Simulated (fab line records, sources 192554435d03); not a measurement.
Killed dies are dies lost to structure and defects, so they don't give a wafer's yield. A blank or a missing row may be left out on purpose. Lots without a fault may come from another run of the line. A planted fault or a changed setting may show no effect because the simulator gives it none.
Which tool did it? | flow n5_finfet | 21 lots, 63 wafers sampled, at 2 steps of a route of 1938

WHAT THE GAUGES READ, wafer by wafer
N5_HKMG_FIN_CD_MEAS_12: target cd 92.8 nm.
lot  | measured    | on        | cd_nm (nm)
L074 | day 4 04:03 | cd_sem-03 | 92.7 93.5 91.8
L075 | day 4 08:59 | cd_sem-02 | 93.9 93.0 92.9
L076 | day 4 14:59 | cd_sem-03 | 92.1 91.8 91.7
L077 | day 4 23:56 | cd_sem-02 | 94.1 94.0 94.7
L078 | day 5 08:01 | cd_sem-03 | 93.4 92.5 92.3
L080 | day 5 22:47 | cd_sem-03 | 93.0 93.3 94.0
L081 | day 6 05:47 | cd_sem-02 | 92.9 94.2 93.0
L083 | day 6 10:22 | cd_sem-01 | 92.2 92.7 92.4
L084 | day 6 15:22 | cd_sem-02 | 92.4 93.9 92.6
L085 | day 6 20:02 | cd_sem-02 | 93.5 93.5 92.2
L087 | day 7 08:08 | cd_sem-03 | 92.5 92.6 93.0
L088 | day 7 12:52 | cd_sem-03 | 91.3 91.9 92.0
L089 | day 7 18:35 | cd_sem-01 | 94.2 92.4 93.6
L090 | day 8 00:58 | cd_sem-02 | 93.4 93.0 93.4
L091 | day 8 06:44 | cd_sem-01 | 91.9 92.4 92.3
L092 | day 8 17:26 | cd_sem-03 | 93.8 92.9 93.1
L093 | day 8 18:30 | cd_sem-02 | 92.9 92.2 93.3
L094 | day 9 07:15 | cd_sem-01 | 92.4 91.6 91.9
L095 | day 9 09:23 | cd_sem-01 | 92.7 91.8 91.4
L096 | day 9 14:03 | cd_sem-02 | 92.1 92.5 93.3
L097 | day 9 21:25 | cd_sem-01 | 91.7 92.6 93.1

WHICH TOOL RAN EACH LOT (tool, then ch and the chambers of the sampled wafers, then the start)
lot  | N5_SDB_DESCUM_16
L074 | rie_diel-01 ch 2,3, day 3 19:14
L075 | rie_diel-01 ch 0,1,3, day 3 23:29
L076 | rie_diel-01 ch 0,2,3, day 4 05:53
L077 | rie_diel-04 ch 0,2,3, day 4 14:08
L078 | rie_diel-01 ch 2,3, day 4 23:02
L080 | rie_diel-01 ch 1,2, day 5 13:49
L081 | rie_diel-04 ch 0,2, day 5 21:03
L083 | rie_diel-01 ch 1,2,3, day 6 00:53
L084 | rie_diel-05 ch 1,2,3, day 6 06:35
L085 | rie_diel-04 ch 1,2,3, day 6 10:49
L087 | rie_diel-04 ch 1,2,3, day 6 22:55
L088 | rie_diel-05 ch 1,2,3, day 7 04:11
L089 | rie_diel-05 ch 2,3, day 7 10:05
L090 | rie_diel-01 ch 1,2, day 7 16:11
L091 | rie_diel-05 ch 0,1,3, day 7 21:45
L092 | rie_diel-01 ch 0,2,3, day 8 07:15
L093 | rie_diel-04 ch 2,3, day 8 09:25
L094 | rie_diel-01 ch 0,1,2, day 8 21:55
L095 | rie_diel-04 ch 1,2,3, day 9 00:36
L096 | rie_diel-05 ch 0,1,3, day 9 05:02
L097 | rie_diel-05 ch 1,2,3, day 9 12:31
- N5_SDB_DESCUM_16: chemistry O2, time 7.9 s.

WHAT THE TOOLS THEMSELVES READ (means of the sampled wafers that have a number; where no wafer has one, the mark that the record gives instead)
N5_SDB_DESCUM_16.
lot  | tool        | bias_power_w (W) | drypump_motor_current_A (A) | oes_product_au (a.u.) | rf_vpp_V (V) | showerhead_plenum_p_Torr (Torr) | throttle_valve_pct (%)
L074 | rie_diel-01 | 19.97            | 5.4                         | 0.76                  | 241.0        | 2.02                            | 20.21
L075 | rie_diel-01 | 19.98            | 5.4                         | 0.80                  | 243.9        | 2.12                            | 20.29
L076 | rie_diel-01 | 19.95            | 5.4                         | 0.77                  | 242.5        | 2.05                            | 20.26
L077 | rie_diel-04 | 19.96            | 5.7                         | 0.73                  | 244.1        | 2.11                            | 20.11
L078 | rie_diel-01 | 20.04            | 5.3                         | 0.75                  | 242.0        | 2.02                            | 20.21
L080 | rie_diel-01 | 19.99            | 5.2                         | 0.70                  | 242.9        | 2.07                            | 20.35
L081 | rie_diel-04 | 19.97            | 5.2                         | 0.73                  | 242.9        | 2.08                            | 19.99
L083 | rie_diel-01 | 20.00            | 5.3                         | 0.77                  | 242.8        | 2.08                            | 20.24
L084 | rie_diel-05 | 19.99            | 5.7                         | 0.90                  | 242.9        | 2.06                            | 19.97
L085 | rie_diel-04 | 19.98            | 5.9                         | 0.79                  | 243.7        | 2.12                            | 20.13
L087 | rie_diel-04 | 19.95            | 5.9                         | 0.79                  | 244.0        | 2.12                            | 20.14
L088 | rie_diel-05 | 19.98            | 5.7                         | 0.87                  | 242.6        | 2.06                            | 19.98
L089 | rie_diel-05 | 19.97            | 5.3                         | 0.83                  | 242.2        | 2.08                            | 19.99
L090 | rie_diel-01 | 19.97            | 5.2                         | 0.70                  | 242.1        | 2.06                            | 20.37
L091 | rie_diel-05 | 20.00            | 5.6                         | 0.88                  | 242.5        | 2.06                            | 20.07
L092 | rie_diel-01 | 20.06            | 5.4                         | 0.75                  | 242.0        | 2.04                            | 20.30
L093 | rie_diel-04 | 19.95            | 5.5                         | 0.73                  | 243.4        | 2.11                            | 20.03
L094 | rie_diel-01 | 19.95            | 5.2                         | 0.71                  | 242.3        | 2.09                            | 20.44
L095 | rie_diel-04 | 20.02            | 5.9                         | 0.78                  | 243.6        | 2.12                            | 20.15
L096 | rie_diel-05 | 20.03            | 5.6                         | 0.86                  | 242.7        | 2.06                            | 20.09
L097 | rie_diel-05 | 19.97            | 5.7                         | 0.85                  | 243.1        | 2.05                            | 20.00

THE ANSWER, worked out from the rows above alone
Rule: what is usual is taken from the lots themselves. Put in order of their means at a reading, lots are off if they are a third of the lots or fewer, leave a main group of 4 or more, and stand apart from it by a gap of 3 or more times the standard deviation of the main group's means; of several such gaps the widest counts. A main group whose means are all the same, to the digits that the tables above print for the reading, isn't used. A lot without any number at a reading at which 4 lots or more have one is off too. The other lots that the step has rows for count as sound. The gauges are gone through in route order, then the tools' own readings, and for those a lot's mean is taken as printed above. The first step at which some lot is off is used, and at that step the reading that is off furthest; a lot without a number counts as furthest.
No lot is off at any reading shown: from this, nothing can be told.

WHAT THE SIMULATOR HAD PUT IN
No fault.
